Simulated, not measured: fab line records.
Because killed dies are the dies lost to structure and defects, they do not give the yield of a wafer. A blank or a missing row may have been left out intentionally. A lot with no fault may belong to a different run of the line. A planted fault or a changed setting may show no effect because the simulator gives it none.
Chamber matching | flow nand_harc | NHARC_A_STAIRCASE_TRIM_187 on rie_diel-13 has 3 sister chambers
The step chemistry O2, time 211.2 s. 3 wafers are shown with their chamber, then 7 later ones without.

## WAFERS PAIRED WITH THEIR CHAMBERS
wafer  | chamber | drypump_motor_current_A (A)
L082.1 | 2       | 5.8
L082.4 | 0       | 6.3
L082.6 | 1       | 6.0

## WAFERS WITH NO CHAMBER GIVEN
wafer  | drypump_motor_current_A (A)
L084.4 | 5.9
L084.6 | 6.3
L081.3 | 6.3
L081.6 | 6.3
L096.1 | 6.3
L096.2 | 5.9
L096.6 | 6.4

## WHICH CHAMBER EACH WENT THROUGH
wafer  | from the rows above     | in truth
L084.4 | can't be placed: 1 or 2 | 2
L084.6 | 0                       | 0
L081.3 | 0                       | 0
L081.6 | 0                       | 0
L096.1 | 0                       | 0
L096.2 | can't be placed: 1 or 2 | 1
L096.6 | 0                       | 0
5 of 7 placed correctly. From these rows, 2 cannot be placed; in 2 the true chamber is one of the candidates. 0 placed wrongly.
How it was worked out, from the rows above alone: a wafer's distance from a chamber is the root of the sum, over the readings, of the square of ((its reading less the chamber's mean) divided by the reading's scatter). If the next closest chamber is less than 2 further off than the closest, the wafer can't be placed; otherwise it belongs to the closest. The mean given for a chamber averages the wafers shown for that chamber. The scatter: with one shown wafer a chamber, the root of the mean of the squares of how far each hidden wafer lies from its nearest shown one.
